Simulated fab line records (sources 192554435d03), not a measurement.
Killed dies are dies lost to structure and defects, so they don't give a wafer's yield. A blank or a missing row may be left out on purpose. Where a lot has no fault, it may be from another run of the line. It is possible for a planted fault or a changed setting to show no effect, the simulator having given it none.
Which tool did it?	flow n5Finfet	36 wafers from 12 lots sampled at 3 of the route's 1938 steps

## WHAT EACH GAUGE READ, for each wafer
N5_HKMG_FIN_OVL_MEAS_13.
lot	measured	on	NWFM_OVL (nm)
L519	day 4 02:31	overlay-01	0.7 0.9 0.6
L520	day 4 10:53	overlay-02	1.5 0.9 0.6
L521	day 4 16:49	overlay-01	1.1 0.5 -0.4
L525	day 5 16:45	overlay-01	0.4 1.3 1.4
L531	day 7 06:29	overlay-01	0.2 -0.1 -0.1
L532	day 7 09:07	overlay-01	0.0 -0.3 -0.3
L534	day 7 19:35	overlay-02	-0.2 0.0 -0.9
L536	day 8 08:01	overlay-01	0.8 -0.3 0.5
L537	day 8 14:47	overlay-02	0.5 0.3 0.7
L538	day 8 20:31	overlay-01	-0.2 -0.7 -1.4
L539	day 9 03:43	overlay-01	0.4 0.1 0.0
L540	day 9 07:29	overlay-01	0.2 0.1 0.3

## TOOL THAT RAN EACH LOT (tool first, then ch and the chambers of the sampled wafers, then the start)
lot	N5_HKMG_FIN_STRIP_60	N5_HKMG_FIN_COAT_06
L519	plasmaAsher-02 ch 0,1, day 4 00:11	lithoTrack-05 ch 0, day 4 02:15
L520	plasmaAsher-02 ch 0,1, day 4 08:24	lithoTrack-05 ch 0, day 4 10:29
L521	plasmaAsher-02 ch 0, day 4 14:23	lithoTrack-05 ch 0, day 4 16:26
L525	plasmaAsher-01 ch 0,1, day 5 14:26	lithoTrack-05 ch 0, day 5 16:29
L531	plasmaAsher-02 ch 0,1, day 7 03:50	lithoTrack-03 ch 0, day 7 06:05
L532	plasmaAsher-01 ch 0,1, day 7 06:50	lithoTrack-03 ch 0, day 7 08:51
L534	plasmaAsher-01 ch 0,1, day 7 17:11	lithoTrack-03 ch 0, day 7 19:20
L536	plasmaAsher-01 ch 0,1, day 8 05:11	lithoTrack-03 ch 0, day 8 07:38
L537	plasmaAsher-02 ch 0,1, day 8 12:20	lithoTrack-03 ch 0, day 8 14:24
L538	plasmaAsher-02 ch 0,1, day 8 18:09	lithoTrack-02 ch 0, day 8 20:14
L539	plasmaAsher-01 ch 0,1, day 9 01:29	lithoTrack-02 ch 0, day 9 03:27
L540	plasmaAsher-01 ch 0,1, day 9 05:07	lithoTrack-05 ch 0, day 9 07:13
- N5_HKMG_FIN_STRIP_60: strips in N2/H2, time 360 s.
- N5_HKMG_FIN_COAT_06: resist thk 90 nm.

## WHAT THE TOOLS THEMSELVES READ (means of the sampled wafers that have a number; where no wafer has one, the mark that the record gives instead)
N5_HKMG_FIN_STRIP_60.
lot	tool	drypumpMotorCurrentA (A)	h2FlowSccm (sccm)	heaterPowerW (W)
L519	plasmaAsher-02	6.11	3242	450
L520	plasmaAsher-02	6.06	3250	426
L521	plasmaAsher-02	6.05	3245	408
L525	plasmaAsher-01	6.17	3241	440
L531	plasmaAsher-02	6.09	3244	446
L532	plasmaAsher-01	6.13	3251	437
L534	plasmaAsher-01	6.15	3250	435
L536	plasmaAsher-01	6.16	3256	437
L537	plasmaAsher-02	6.08	3256	422
L538	plasmaAsher-02	6.10	3257	453
L539	plasmaAsher-01	6.15	3247	436
L540	plasmaAsher-01	6.04	3245	463

N5_HKMG_FIN_COAT_06.
lot	tool	spinSpeedRpm (rpm)
L519	lithoTrack-05	1500.1
L520	lithoTrack-05	1499.6
L521	lithoTrack-05	1191.2
L525	lithoTrack-05	1191.5
L531	lithoTrack-03	1499.4
L532	lithoTrack-03	1500.0
L534	lithoTrack-03	1500.1
L536	lithoTrack-03	1499.6
L537	lithoTrack-03	1498.8
L538	lithoTrack-02	1500.5
L539	lithoTrack-02	1499.7
L540	lithoTrack-05	1499.9

## THE ANSWER, worked out from the rows above alone
Rule: the lots themselves supply what counts as usual. Put in order of their means at a reading, lots are off if they are a third of the lots or fewer, leave a main group of 4 or more, and stand apart from it by a gap of 3 or more times the standard deviation of the main group's means; of several such gaps the widest counts. A main group whose means are all the same, to the digits that the tables above print for the reading, isn't used. A lot without any number at a reading at which 4 lots or more have one is off too. Any other lot the step has rows for is counted as sound. First the gauges in route order, then the tools' own readings, where a lot's mean is used as printed above. The first step at which some lot is off is used, and at that step the reading that is off furthest; a lot without a number counts as furthest.
Off: L521, L525 (N5_HKMG_FIN_COAT_06, spinSpeedRpm). The main group: mean 1499.8 rpm, standard deviation 0.44.
A tool fits if, at that step or a process step before it, it ran every lot that is off, and no sound lot after the first of them. No candidate that was tried fits.

## WHAT THE SIMULATOR HAD PUT IN
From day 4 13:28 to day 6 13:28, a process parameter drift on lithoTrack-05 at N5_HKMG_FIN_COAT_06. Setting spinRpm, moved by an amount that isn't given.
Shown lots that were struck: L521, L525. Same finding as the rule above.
